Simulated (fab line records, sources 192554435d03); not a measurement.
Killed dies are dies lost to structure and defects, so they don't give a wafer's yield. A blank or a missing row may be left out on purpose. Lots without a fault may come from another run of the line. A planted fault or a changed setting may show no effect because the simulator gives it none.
Split-lot experiment | flow n5_finfet | 7 lots, 39 wafers read, on a route of 1938 steps

THE SPLIT
At N5_MOL_CONTACT_COAG_ETCH_124 (etches SiNx in CH3F/O2, stops on SiOC, target depth 6.5 nm), the setting source_w was moved away from the recipe's 395 W on 18 of the 39 wafers read, by -14.9% to +16.9%. The other wafers ran this setting at the recipe's value.

The reading is taken at the split's own step.

THE READING
rf_vpp_V, in V, at N5_MOL_CONTACT_COAG_ETCH_124 (etches SiNx in CH3F/O2, stops on SiOC, target depth 6.5 nm). Fault-free wafers of this fab line usually give 299 V, standard deviation 7.4 V.

wafer  | tool, chamber at the split | source_w as run, W | against the recipe | rf_vpp_V, V | against lot-mates on the recipe
L077.1 | rie_diel-05, 3             | 395                | recipe             | 293         | -
L077.2 | rie_diel-05, 2             | 375.4              | -5.0%              | 301         | +9
L077.3 | rie_diel-05, 0             | 375.4              | -5.0%              | 296         | +4
L077.4 | rie_diel-05, 2             | 395                | recipe             | 293         | -
L077.5 | rie_diel-05, 3             | 375.4              | -5.0%              | 299         | +7
L077.6 | rie_diel-05, 0             | 395                | recipe             | 290         | -
L078.1 | rie_diel-05, 3             | 452.4              | +14.5%             | 274         | -18
L078.2 | rie_diel-05, 0             | 395                | recipe             | 290         | -
L078.3 | rie_diel-05, 2             | 395                | recipe             | 293         | -
L078.4 | rie_diel-05, 2             | 452.4              | +14.5%             | 276         | -16
L078.5 | rie_diel-05, 3             | 395                | recipe             | 292         | -
L078.6 | rie_diel-05, 0             | 452.4              | +14.5%             | 271         | -21
L080.1 | rie_diel-05, 0             | 395                | recipe             | 289         | -
L080.3 | rie_diel-05, 2             | 395                | recipe             | 294         | -
L080.6 | rie_diel-05, 0             | 395                | recipe             | 289         | -
L082.1 | rie_diel-05, 0             | 336.1              | -14.9%             | 310         | +18
L082.2 | rie_diel-05, 3             | 395                | recipe             | 292         | -
L082.3 | rie_diel-05, 1             | 336.1              | -14.9%             | 309         | +17
L082.4 | rie_diel-05, 2             | 336.1              | -14.9%             | 317         | +25
L082.5 | rie_diel-05, 3             | 395                | recipe             | 294         | -
L082.6 | rie_diel-05, 0             | 395                | recipe             | 289         | -
L090.1 | rie_diel-03, 1             | 417                | +5.6%              | 304         | +3
L090.2 | rie_diel-03, 3             | 395                | recipe             | 300         | -
L090.3 | rie_diel-03, 2             | 395                | recipe             | 300         | -
L090.4 | rie_diel-03, 0             | 417                | +5.6%              | 281         | -20
L090.5 | rie_diel-03, 2             | 395                | recipe             | 302         | -
L090.6 | rie_diel-03, 3             | 417                | +5.6%              | 294         | -7
L093.1 | rie_diel-04, 3             | 461.7              | +16.9%             | 284         | -15
L093.2 | rie_diel-04, 1             | 395                | recipe             | 301         | -
L093.3 | rie_diel-04, 0             | 395                | recipe             | 302         | -
L093.4 | rie_diel-04, 2             | 395                | recipe             | 295         | -
L093.5 | rie_diel-04, 3             | 461.7              | +16.9%             | 283         | -16
L093.6 | rie_diel-04, 0             | 461.7              | +16.9%             | 282         | -17
L095.1 | rie_diel-04, 0             | 353.2              | -10.6%             | 319         | +21
L095.2 | rie_diel-04, 3             | 353.2              | -10.6%             | 322         | +24
L095.3 | rie_diel-04, 2             | 395                | recipe             | 294         | -
L095.4 | rie_diel-04, 1             | 353.2              | -10.6%             | 317         | +19
L095.5 | rie_diel-04, 2             | 395                | recipe             | 294         | -
L095.6 | rie_diel-04, 3             | 395                | recipe             | 306         | -

THE FIT
A straight line over all 39 wafers: rf_vpp_V changes by -1.2 V for each +1% of source_w; r = -0.85; the points scatter about the line by 6.4 V.
The same after taking each lot's own level away (the mean of its wafers on the recipe; 39 wafers): -1.3 V for each +1%; r = -0.93; scatter 4.5 V.
On that fit, the largest move of source_w shifts the reading by 22 V.
The lots' own levels span 290.7 to 300.7 V, that is 1.4 times the standard deviation above.
So the lot-to-lot level changes the slope little: the two slopes agree.
Check: with one of the wafers moved furthest among these (+16.9%) left out of the fit, the line predicts -21.6 V for it against its lot-mates. It came out at -15.3 V against them.
Tool readings at the split's step, against how far the setting was moved: rf_vpp_V r = -0.85.

OTHER SPLITS ON THESE WAFERS
These wafers also went through other splits before the reading. Each is held against what the fit with the lots' levels taken away leaves over:
other split on the same wafers          | wafers away from the commonest value | r with rf_vpp_V (lot level and that fit taken away)
N5_FIN_SAQP_EXPOSE_13 dose_mj           | 15                                   | -0.07
N5_FIN_CUT_CUT_ETCH_26 target_depth_a   | 15                                   | +0.09
N5_DUMMY_GATE_EXPOSE_12 dose_mj         | 15                                   | -0.05
N5_DUMMY_GATE_ETCH_42 bias_w            | 12                                   | +0.10
N5_MOL_CONTACT_COAG_SPUTTER_130 power_w | 18                                   | +0.17

THE FILE'S OWN FIT
rf_vpp_V changes by -1.28 V for each +1% of source_w, r = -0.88.
